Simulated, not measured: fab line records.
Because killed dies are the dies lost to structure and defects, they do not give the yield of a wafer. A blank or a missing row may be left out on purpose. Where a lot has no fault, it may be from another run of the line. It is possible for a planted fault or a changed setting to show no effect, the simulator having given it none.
Chamber matching + flow nand-harc + cmp-04 running NHARC_A_M1_CMP_23: 4 sister chambers
The step polishes, t overpolish 20 s, target thk 154.34 nm. 7 wafers are shown with their chamber, then 9 later ones without.

== WAFERS WITH THEIR CHAMBER ==
| wafer  | chamber | motor-current-A (A) | time-to-endpoint-s (s) |
|--------|---------|---------------------|------------------------|
| L290.3 | 0       | 15.2                | 26.2                   |
| L290.6 | 3       | 11.0                | 29.2                   |
| L289.5 | 1       | 15.2                | 28.4                   |
| L296.6 | 3       | 11.7                | 28.2                   |
| L298.2 | 1       | 14.8                | 30.6                   |
| L298.3 | 2       | 11.7                | 28.9                   |
| L298.5 | 2       | 11.8                | 29.6                   |

== WAFERS MISSING THEIR CHAMBER ==
| wafer  | motor-current-A (A) | time-to-endpoint-s (s) |
|--------|---------------------|------------------------|
| L301.1 | 11.7                | 29.2                   |
| L301.3 | 14.6                | 29.4                   |
| L301.5 | 15.1                | 28.1                   |
| L304.2 | 11.6                | 28.2                   |
| L304.3 | 14.9                | 26.9                   |
| L304.6 | 11.9                | 28.9                   |
| L305.1 | 11.6                | 30.8                   |
| L305.3 | 14.2                | 29.5                   |
| L305.5 | 15.4                | 28.6                   |

== CHAMBER TAKEN BY EACH ==
| wafer  | from the rows above     | in truth |
|--------|-------------------------|----------|
| L301.1 | can't be placed: 2 or 3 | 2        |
| L301.3 | 1                       | 1        |
| L301.5 | can't be placed: 1 or 0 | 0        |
| L304.2 | can't be placed: 3 or 2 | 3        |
| L304.3 | can't be placed: 0 or 1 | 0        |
| L304.6 | can't be placed: 2 or 3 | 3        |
| L305.1 | can't be placed: 2 or 3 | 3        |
| L305.3 | can't be placed: 1 or 0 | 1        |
| L305.5 | can't be placed: 1 or 0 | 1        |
1 of 9 placed correctly. Cannot be placed on the basis of these rows: 8; the candidates contain the true chamber in 8. 0 placed wrongly.
How it was worked out, from the rows above alone: a wafer's distance from a chamber is the root of the sum, over the readings, of the square of ((its reading less the chamber's mean) divided by the reading's scatter). If the next closest chamber is less than 2 further off than the closest, the wafer can't be placed; otherwise it belongs to the closest. A chamber's mean is the mean of its shown wafers. The scatter: take each reading less its chamber's mean, square it, sum over the shown wafers, divide by the number of wafers less the number of chambers, and take the root.
